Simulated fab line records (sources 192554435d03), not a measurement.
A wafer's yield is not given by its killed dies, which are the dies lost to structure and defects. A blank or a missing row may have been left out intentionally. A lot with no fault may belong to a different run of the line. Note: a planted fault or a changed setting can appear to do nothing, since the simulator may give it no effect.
Problem report in the 8D (eight disciplines) form, filled by code :: flow n5Finfet :: the parts of the form that need people (team, actions taken, sign-off) are left out

== 1. PROBLEM STATEMENT ==
Wafers without a fault read 414, standard deviation 94; rawDefectCount at N5_BEOL_M6_INSPECT_13 reads a mean of 1192 on 2 wafers belonging to 2 lots. That puts it +8.3 standard deviations away from the usual mean.
The step: inspects for defects (brightfield).
First observed at day 12 01:32: wafer L394.6, on defectInspect-01. At this step, 31 wafers from 11 lots have a number in the record. The rule behind "out" and "out of limits": a value lying over 4 standard deviations away from the usual mean. Any other wafer with a number is counted as sound.

== 2. WHAT IT IS, AND WHAT IT ISN'T ==
question: which readings at this step
is: rawDefectCount
is not: -

question: which lots
is: L393, L394
is not: L384, L385, L387, L396, L399, L400, L401, L403, L405

question: which wafers of those lots
is: L393.1, L394.6
is not: L393.2, L393.4, L394.4, L394.5

question: read on which gauges
is: defectInspect-01, defectInspect-02
is not: -

question: when
is: from day 12 01:32
is not: up to then (11 sound wafers); but 18 sound wafers of L393, L396, L399, L400, L401, L403, L405 came after

== 3. THE SUSPECTS, EACH WITH WHAT RULES IT OUT ==
Counting: any tool at a process step up to the reading remains a suspect provided it ran every lot that is out. Sound lots after the first of them don't rule it out here, since some wafers of a struck lot are sound.
- ruled out: the gauge at N5_BEOL_M6_INSPECT_13. The wafers that are out were read on 2 gauges (defectInspect-01, defectInspect-02).
- pecvd-03 at N5_BEOL_M6_PECVD_70 (deposits SiO2 from TEOS/O2, target thk 20 nm, time 22.7 s): kept. It ran every lot that is out, first L394 (day 12 00:04); its last sound lot up to then is L387 (day 9 04:54).
- At N5_BEOL_M6_PECVD_70, inside pecvd-03: chamber 1 took the wafers that are out, while their sound lot-mates went through chambers 0, 2.
After counting, what remains is pecvd-03 at N5_BEOL_M6_PECVD_70.

== 4. THE CAUSE (what the simulator had put in) ==
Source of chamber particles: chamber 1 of pecvd-03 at N5_BEOL_M6_PECVD_70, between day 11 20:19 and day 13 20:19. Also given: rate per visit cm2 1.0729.
After counting, this tool was the only one left.

== 5. SEQUENCE OF EFFECTS, ordered by route ==
Each row: a reading whose mean over the struck wafers that have a number lies more than 3 standard deviations from the usual. Only readings for which the record gives a usual standard deviation are gone through. hours: the time from each lot's start at the first step in this table that gives one to its start at this step, as a median over the lots. sigmas: the change in usual standard deviations.
hours: 0
step: N5_BEOL_M6_INSPECT_13
reading: rawDefectCount
usual: 414
on struck wafers: 1192
change: +778
sigmas: +8.3

hours: 99
step: N5_PASSIVATION_PROBE_49
reading: defectLimitedYield
usual: 91.2 %
on struck wafers: 80.3
change: -10.9
sigmas: -7.8

hours: 99
step: N5_PASSIVATION_PROBE_49
reading: killed_at_M4_up
usual: 13
on struck wafers: 142
change: +128
sigmas: +27

hours: 99
step: N5_PASSIVATION_PROBE_49
reading: killedDies
usual: 104
on struck wafers: 232
change: +128
sigmas: +7.5

hours: 99
step: N5_PASSIVATION_PROBE_49
reading: sort_bin_5_function
usual: 5.1 %
on struck wafers: 11.8
change: +6.7
sigmas: +7.1

hours: 99
step: N5_PASSIVATION_PROBE_49
reading: sort_bin_6_memory
usual: 3.3 %
on struck wafers: 5.3
change: +2.0
sigmas: +3.1

hours: 99
step: N5_PASSIVATION_PROBE_49
reading: sortNPass
usual: 1074
on struck wafers: 948
change: -126
sigmas: -5.2

hours: 99
step: N5_PASSIVATION_PROBE_49
reading: sortYieldPct
usual: 91.1 %
on struck wafers: 80.3
change: -10.8
sigmas: -5.4
Its process steps:
- N5_PASSIVATION_PROBE_49

== 6. WHAT WOULD HAVE CAUGHT IT SOONER ==
In this record the first reading out of limits at a measuring or inspecting step was taken at day 12 01:32, 5 hours after the fault began at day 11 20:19.
An alarm limit of 4 standard deviations would not have fired on the tool readings at N5_BEOL_M6_PECVD_70 for which the record gives a usual standard deviation, since none of them was out on any struck wafer.
By day 12 01:32, every lot that is out (2) had started N5_BEOL_M6_PECVD_70 on pecvd-03. Tool hold at that time: it would have spared none of them.
